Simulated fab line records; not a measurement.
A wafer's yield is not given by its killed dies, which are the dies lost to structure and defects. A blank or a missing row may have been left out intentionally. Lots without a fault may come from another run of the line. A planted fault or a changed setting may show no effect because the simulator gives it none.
fab line records    flow n5-finfet
record: lots: 4  wafers: 10  last-day: 18
route steps=1938 shown BEOL_M4@1099 BEOL_M5@1112 BEOL_M12@1608 PASSIVATION@1936
lots with no fault: from the same line, run without faults
start-h: hours from the record's first day to the start of the lot's first wafer shown    wait-h: hours elapsed since this lot's preceding step    " identical to the entry in the row above    L1.1+2: one row covering several wafers at once    - either no value or no given start    * or withheld: withheld    < > ~ a bound
route shown NAME@n: NAME is a module with steps in the file, n the number in the route of the first one    usual: the fault-free wafers' mean and standard deviation    same: alike in all rows    chamber/n: place in a boat    sites: readings site by site    _std_site: standard deviation of those values    _edge_site: outer sites' mean less inner sites'    radius-mm: how far each site lies from the wafer's centre    mask NAME#n: copy n    behind: the most recent tool/chamber to have shaped the wafer    hold: cause of the lot's hold/its duration in hours/its outcome    device: the transistor (n, p or np) that didn't switch    end of line: the same wafers' tests at the end of the route    a step given without rows: its recipe and nothing more    killed: the dies lost at the first sort to structure and to defects; this is not the yield of the wafer    map: the dies of a wafer, with x for killed, . for not killed, _ for no die there
set.NAME: the setting as run; set.NAME@STEP: as run at that earlier step    model.NAME: the simulator's own value behind a step, which no gauge read
lots at some steps of the route; a table a step, a row a wafer
services: when a tool's chamber went out of use (start-h, in hours from the record's first day, below 0 if earlier), for how many hours, and the reason
== steps ==
step: N5_BEOL_M4_ANNEAL_95
recipe: temp-c: 400  time-s: 240  ambient: vacuum
step: N5_BEOL_M4_SPUTTER_96
recipe: material: Cu  target-thk-a: 45  temp-c: -20  chamber-pressure-pa: 0.07  power-w: withheld  time-s: 8.29
step: N5_BEOL_M4_ECD_50
recipe: material: Cu  target-thk-a: 3000
step: N5_BEOL_M4_ANNEAL_51
recipe: temp-c: 225  time-s: 90  ambient: N2
step: N5_BEOL_M4_CMP_52
recipe: stop-on: SiOC  t-overpolish-s: 6.8  down-force-psi: 1  platen-rpm: 50  clearing-platen-down-force-psi: 1.5  clearing-platen-rpm: 50  post-cmp-clean: cu-alkaline  target-thk-nm: 40  clearing-platen-pad-velocity-m-s: 0.99484  pad-velocity-m-s: 0.99484
step: N5_BEOL_M4_PRE_CLEAN_60
recipe: gas: NH3/H2  time-s: 15  temp-c: *  rf-power-w: 300
step: N5_BEOL_M4_CO_CAP_55
recipe: material: Co  target-thk-a: 20  temp-c: 200  precursor: CCTBA/H2  pressure-torr: 30  time-s: 102.1
step: N5_BEOL_M4_PRE_CLEAN_56
recipe: gas: NH3  time-s: 15  temp-c: withheld  rf-power-w: 300
step: N5_BEOL_M4_DEP_57
recipe: material: SiCN  target-thk-a: 80  temp-c: withheld  precursor: 3MS/NH3  pressure-torr: 3  rf-w: 202  time-s: 14
step: N5_BEOL_M4_RC_MEAS_101
usual: DIBL_N: 36.2/1.6  DIBL_P: 36.5/1.9  IOFF_N: 0.158/0.027  IOFF_P: 0.21/0.038  ION_N: 675/12  ION_P: 464/8.9  SS_N: 71.5/0.61  SS_P: 73.4/0.59  VT_N: 250.4/3  VT_P: -250/3.6
lot.wafer  tool       chamber  start-h  wait-h  DIBL_N[mV/V]  DIBL_P[mV/V]  IOFF_N[nA/um]  IOFF_P[nA/um]  ION_N[uA/um]  ION_P[uA/um]  SS_N[mV/dec]  SS_P[mV/dec]  VT_N[mV]  VT_P[mV]
L511.1     prober-01  0        210.70   0.0     33.0          32.6          0.099          0.16           661           465           70.2          73.0          258.6     -250
L511.2     "          0        "        "       35.6          37.2          0.149          0.24           675           471           71.4          73.3          249.2     -245
L511.5     "          0        "        "       32.6          32.3          0.101          0.17           652           455           71.0          72.7          256.5     -252
L523.1     prober-01  0        276.71   0.0     34.3          37.1          0.136          0.19           670           464           72.5          73.1          254.0     -254
L523.3     "          0        "        "       34.1          36.9          0.137          0.19           671           462           71.9          73.8          251.3     -252
L521.1     prober-01  0        279.61   0.0     36.4          37.3          0.157          0.20           678           461           72.5          73.5          250.1     -253
L521.2     "          0        "        "       33.2          34.9          0.121          0.18           669           465           70.8          72.5          253.1     -253
L527.2     prober-01  0        313.16   0.2     37.9          38.1          0.188          0.26           677           468           72.0          73.1          250.6     -247
L527.4     "          0        "        "       38.5          39.4          0.212          0.30           686           477           72.1          74.5          246.6     -245
L527.5     "          0        "        "       36.0          36.8          0.159          0.24           672           469           71.3          73.4          250.9     -247
step: N5_BEOL_M5_ILD_DEP_00
recipe: material: SiCOH_lowk  target-thk-a: 1406.4  temp-c: 300  precursor: DEMS/porogen  pressure-torr: 5  rf-w: 500  time-s: 25.9
step: N5_BEOL_M5_CURE_79
recipe: temp-c: 385  time-s: 240  ambient: He/Ar  material: SiCOH_lowk
step: N5_BEOL_M5_PECVD_70
recipe: material: SiO2  target-thk-a: 160  temp-c: 400  precursor: TEOS/O2  pressure-torr: 5.5  rf-w: 450  teos-flow-sccm: 53.8  gas: O2  flow-sccm: 3000  time-s: 18
step: N5_BEOL_M5_HM_DEP_02
recipe: material: TiN  target-thk-a: 200  temp-c: 25  chamber-pressure-pa: 0.49996
step: N5_BEOL_M5_COAT_59
recipe: resist: SOC  temp-c: 250  time-s: 60  spin-rpm: 1500  resist-thk-nm: 60
step: N5_BEOL_M5_COAT_60
recipe: resist: SiARC  temp-c: 220  time-s: 60  spin-rpm: 1500  resist-thk-nm: 12
step: N5_BEOL_M5_COAT_71
recipe: resist: underlayer  temp-c: 205  time-s: 60  spin-rpm: 1500  resist-thk-nm: 5
step: N5_BEOL_M5_COAT_05
recipe: resist: CAR-EUV  spin-rpm: 1500  resist-thk-nm: 30
step: N5_BEOL_M5_EBR_07
recipe: solvent: PGMEA  ebr-width-mm: 1.5
step: N5_BEOL_M5_SOFTBAKE_06
recipe: temp-c: 110  time-s: 60  resist: CAR-EUV
step: N5_BEOL_M5_EXPOSE_08
recipe: mask-id: M5  na: 0.33  source-shape: annular  sigma-inner: 0.4  sigma-outer: 0.8  polarization: unpolarized  target-cd-nm: 28  dose-mj: 35.75
step: N5_BEOL_M5_PEB_09
recipe: peb-temp-c: 100  peb-time-s: 60  resist: CAR-EUV
step: N5_BEOL_M5_DEVELOP_10
recipe: develop-time-s: 30  developer: TMAH  resist: CAR-EUV  rinse-liquid: surfactant-rinse  dry: air-spin  dev-temp-c: 23
step: N5_BEOL_M5_DESCUM_16
recipe: chemistry: O2  time-s: 7  source-power-w: 50  bias-power-w: 20  pressure-mtorr: 20  rf-frequency-hz: 2.712e+07  temp-c: 40  resist: CAR-EUV  o2-flow-sccm: 225
step: N5_BEOL_M5_ETCH_72
recipe: chemistry: N2/H2  target: underlayer  target-depth-a: 65  mask-material: CAR-EUV  time-s: 5.2  ion-energy-ev: 200  pressure-mtorr: 30  source-w: 840  bias-w: 150  n2-flow-sccm: 200  h2-flow-sccm: 200  ends: cleared
step: N5_BEOL_M5_ETCH_61
recipe: chemistry: CF4  target: SiARC  target-depth-a: 156  mask-material: CAR-EUV  time-s: 26  ion-energy-ev: 80  pressure-mtorr: 40  source-w: 545  bias-w: 36  Ar_flow_sccm: 100  cf4-flow-sccm: 100  ends: cleared
step: N5_BEOL_M5_ETCH_62
recipe: chemistry: N2/H2  target: SOC  target-depth-a: 750  overetch-a: 150  mask-material: SiARC  temp-c: 40  time-s: 112.5  ion-energy-ev: 200  pressure-mtorr: 30  source-w: 840  bias-w: 150  n2-flow-sccm: 200  h2-flow-sccm: 200
step: N5_BEOL_M5_STRIP_63
recipe: chemistry: N2/H2  temp-c: 40  n2-flow-sccm: 200  h2-flow-sccm: 200  rf-frequency-hz: 6e+07
step: N5_BEOL_M5_STRIP_73
recipe: chemistry: N2/H2  temp-c: 40  n2-flow-sccm: 200  h2-flow-sccm: 200  rf-frequency-hz: 6e+07
step: N5_BEOL_M5_STRIP_64
recipe: chemistry: CF4  resist: SiARC  power-w: 300  bias-power-w: 75  pressure-mtorr: 50  cf4-flow-sccm: 150  rf-frequency-hz: 6e+07
step: N5_BEOL_M5_HM_OPEN_17
recipe: chemistry: Cl2/BCl3  target-depth-a: 200  overetch-a: 60  target: TiN  mask-material: SOC  ion-energy-ev: 150  pressure-mtorr: 10  icp-w: 1000  bias-w: 126  Cl2_flow_sccm: 53.25  bcl3-flow-sccm: 21.75  Ar_flow_sccm: 25
step: N5_BEOL_M5_STRIP_19
recipe: chemistry: O2  power-w: 400  temp-c: 40  pressure-mtorr: 30  rf-frequency-hz: 6e+07  bias-power-w: 0  overash-fraction: 0.2  o2-flow-sccm: 225
step: N5_BEOL_M5_COAT_65
recipe: resist: SOC  temp-c: 250  time-s: 60  spin-rpm: 1500  resist-thk-nm: 60
step: N5_BEOL_M5_COAT_66
recipe: resist: SiARC  temp-c: 220  time-s: 60  spin-rpm: 1500  resist-thk-nm: 12
step: N5_BEOL_M12_EXPOSE_07
recipe: mask-id: V11  na: 0.93  source-shape: conventional  sigma-outer: 0.6  polarization: unpolarized  attpsm-phase-deg: 180  dose-mj: 32.5
usual: exposure-dose-mJ-cm2: 32.69/0.22
lot.wafer  tool            chamber  start-h  wait-h  mask   exposure-dose-mJ-cm2
L511.1     krf-scanner-02  0        281.06   -       V11#0  32.90
L511.2     "               0        "        "       V11#0  32.90
L511.5     "               0        "        "       V11#0  32.89
L523.1     krf-scanner-02  0        342.63   -       V11#0  32.90
L523.3     "               0        "        "       V11#0  32.92
L521.1     krf-scanner-02  0        346.24   -       V11#0  32.94
L521.2     "               0        "        "       V11#0  32.97
L527.2     krf-scanner-01  0        381.21   -       V11#0  32.50
L527.4     "               0        "        "       V11#0  32.49
L527.5     "               0        "        "       V11#0  32.50
step: N5_BEOL_M12_CD_MEAS_10
recipe: target-cd-nm: 140  landing-energy-ev: 500  detector: se-inlens  polarity: opening
usual: cd-nm: 140.1/1.7
lot.wafer  tool       chamber  start-h  wait-h  cd-nm
L511.1     cd-sem-01  0        281.23   -       139.2
L511.2     "          0        "        "       137.3
L511.5     "          0        "        "       143.5
L523.1     cd-sem-02  0        342.80   -       120.9
L523.3     "          0        "        "       118.1
L521.1     cd-sem-02  0        346.41   -       118.3
L521.2     "          0        "        "       141.1
L527.2     cd-sem-01  0        381.38   -       139.7
L527.4     "          0        "        "       138.3
L527.5     "          0        "        "       141.0
step: N5_PASSIVATION_PROBE_49
usual: defect-limited-yield: 91.3/1.7  killed_at_M0_to_M3: 33/11  killed_at_M4_up: 14/5.5  killed-at-contacts: 13/6.5  killed-at-front-end: 39/13  killed-at-other: 3.4/2.9  killed-dies: 103/20  killed-on-rim: 14/4.3  killed-open: 69/15  killed-short: 32/8.1  sort_bin_5_function: 5.1/1.1  sort_bin_6_memory: 3.3/0.74  sort-n-pass: 1077/20  sort-yield-pct: 91.3/1.7
same: gross-dies: 1180  killed-at-back-side: 0  sort_bin_4_leakage[%]: 0  sort_bin_8_speed[%]: 0
lot.wafer  tool       chamber  start-h  wait-h  defect-limited-yield[%]  killed_at_M0_to_M3  killed_at_M4_up  killed-at-contacts  killed-at-front-end  killed-at-other  killed-dies  killed-on-rim  killed-open  killed-short  sort_bin_5_function[%]  sort_bin_6_memory[%]  sort-n-pass  sort-yield-pct[%]
L523.1     prober-01  -        385.74   0.0     82.7                     30                  119              14                  38                   3                204          61             62           32            15.2                    1.9                   976          82.7
L523.3     prober-01  -        385.84   0.1     71.0                     36                  238              11                  51                   6                342          94             80           37            25.0                    3.6                   838          71.0
L521.1     prober-01  -        390.75   0.0     73.6                     13                  249              6                   38                   5                311          91             39           34            23.6                    2.4                   869          73.6
L521.2     prober-01  -        390.80   0.1     89.7                     20                  17               21                  58                   5                121          10             73           45            5.9                     3.8                   1059         89.7
killed by level:class
L523.1 BEOL_M12:area-expose=108 MOL_CONTACT_COAG:geometric-particle:open=10 BEOL_M2:geometric-particle:open=9 DUMMY_GATE:geometric-particle:open=8 BEOL_M3:geometric-particle:open=7 FIN_SAQP:geometric-particle:open=6 STI_FIN_REVEAL:geometric-particle:open=6 BEOL_M0_SAQP:geometric-particle:short=5
L523.3 BEOL_M12:area-expose=223 STI_FIN_REVEAL:geometric-particle:open=21 MOL_CONTACT_COAG:geometric-particle:open=8 BEOL_M3:geometric-particle:open=8 BEOL_M0_SAQP:geometric-particle:short=7 BEOL_M0_SAQP:geometric-particle:open=7 BEOL_M2:geometric-particle:open=5 BEOL_M4:geometric-particle:open=5
L521.1 BEOL_M12:area-expose=237 FIN_SAQP:geometric-particle:short=10 STI_FIN_REVEAL:geometric-particle:open=7 BEOL_M0_SAQP:geometric-particle:open=5 ILD0:geometric-particle:short=4 FIN_CUT:geometric-particle:short=4 BEOL_M4:geometric-particle:open=4 MOL_CONTACT_COAG:geometric-particle:open=4
L521.2 MOL_CONTACT_COAG:geometric-particle:open=16 STI_FIN_REVEAL:geometric-particle:open=14 FIN_SAQP:geometric-particle:short=10 FIN_SAQP:geometric-particle:open=7 GATE_CUT:geometric-particle:short=7 BEOL_M2:geometric-particle:open=5 BEOL_M4:geometric-particle:open=4 MOL_CONTACT_COAG:geometric-particle:short=4
map L521.1 (x killed, . not)
_________________xx..xx..xxxx________________
______________..xx.x..x.xxxx...x_____________
___________xx..xx..x.xx...x.xxx.x.x__________
__________xx..xx.x..x.x......x...xxx_________
________xxxxx....xxx.xxx.x.xx..x.xx.x._______
_______x.xxxxx....x......x........x..x.______
______xx.xx.x....xx...x.x.......xx.x.x.x_____
_____...xx......x.................x...x..____
____.x..xx.......x.......x................___
___xxxx.x...x...x.x..x.....x.....x..xx.x..x__
___xxxxxx..x....x....x.............x...x.x.__
__xxxx.x.x.................x...x.....x...xxx_
__xxx.x......x............................x._
_xx.xxx.x...x.x..........................xxxx
_xxxx.....xx.x.................x.....x.......
_xx.xx............x..........x...x.........x.
_xxxxx..........x......x..........x.....x..xx
_.xxxx...............................x.......
_x.xx.x..............................x.......
_xxx.x..........x..............x...........xx
_xx.xx......x.....x..x.......xx.....x...x.xxx
__.xxxx..x.........x.......................x_
__xxx..xx...............x......x..x..x.x...._
___..xxx...............x..........x.x...xx.__
___xx.......x........................x.....__
____xx.x.x..............................x.___
_____xx..xx...x.......................xxx____
______xx...xxx..x........x....x...xx...x_____
_______.x.x.x......x.......x....x....xx______
________x........x..x.....x...xxx..xx._______
__________.x..xxx......x...x......x._________
___________x.xx..xxx.........xx....__________
______________xxxxxx.....x.x..x._____________
_________________xx..xx..xxx.________________
map L523.3 (x killed, . not)
_________________xxx.xxx.x...________________
______________.xx.xxxx.x...xxxx._____________
___________xx...........xxxx..xxxxx__________
__________.xx.xx.x...x.....x.xx.x..._________
________xx.x....x....x.x..x...xx..xxxx_______
_______xxx....x......x.x.....x.x...x.xx______
______xxxxx.x....x..xx..x.x...xx..xx...x_____
_____xxxx.xx...........x.............x.x.____
____.xx.x.x..x............x........xx..x.x___
___x.xxx.xx....................x.xx......xx__
___x.....x...x...x..x................x..x..__
__xxxxx..x.x.......x.............x...xxxx.xx_
__.xx.x............x.............x..xx..xx.x_
_xxx.x.x............x.x..................xxxx
_xxxxx.x...x.....x......x...................x
_xxxx..x.............x.....x............x...x
_.xxxx.x.........x........x...x....x.x.....xx
_.xxx..xxx...................xx.........x...x
_xxxxx.......x...xx.x......x...........x...xx
_xxxxxx...............x.........x..........x.
_x.x.x..x...x.x.xx..x.x.......x..........x...
__x.x..x.......................x....x....xx._
__x.x..x...x......x...............x...xx...._
___x.x.x.x.x....x.....x.......x....xx...x.x__
___x.xx.xx..x..x...............x..........x__
____x.x...x.........x..........x..x...xx..___
_____.x.x......x.......x.......x...x..x..____
______xxx...xx.x.x.........x.x.x.x.xx.xx_____
_______x.x......x.........x.........xx.______
________x.x.xx.x...x..........x......._______
__________.xx.xxx.x.......x......x.._________
___________x..xx..xx..x........xx..__________
______________..x...xx.xxx.xxxxx_____________
_________________xxx.xxx..xxx________________
== services ==
tool            chamber  start-h  hours  kind
krf-scanner-02  -        269.94   0.8    pm
krf-scanner-01  -        271.68   1.3    pm
krf-scanner-02  -        286.72   1.3    pm
krf-scanner-02  0        312.14   -      calibration
krf-scanner-02  -        318.40   1.0    pm
krf-scanner-01  0        325.01   -      calibration
krf-scanner-01  -        329.55   0.8    pm
krf-scanner-01  -        346.34   1.0    pm
krf-scanner-01  -        354.82   3.0    pm
krf-scanner-01  -        375.20   4.0    pm
== key ==
first-sign: step: N5_BEOL_M12_CD_MEAS_10  reading: cd-nm  direction: down  sigmas: 12  usual: 140.1  struck: 119.1
effect: step: N5_PASSIVATION_PROBE_49  reading: killed_at_M4_up  direction: up  sigmas: 34  usual: 14  struck: 202
more-kills-born-at: N5_BEOL_M12_EXPOSE_07@krf-scanner-02: 568
met-at N5_BEOL_M12_EXPOSE_07
struck-wafers L521.1,L523.1,L523.3
onset-between 281.06 342.63
fault: kind: process-parameter-drift  tool: krf-scanner-02  chamber: -  onset-h: 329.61  steps: N5_BEOL_M12_EXPOSE_07  channel: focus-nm  offset: 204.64  shape: step  end-h: 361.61  scope: struck-wafers-only
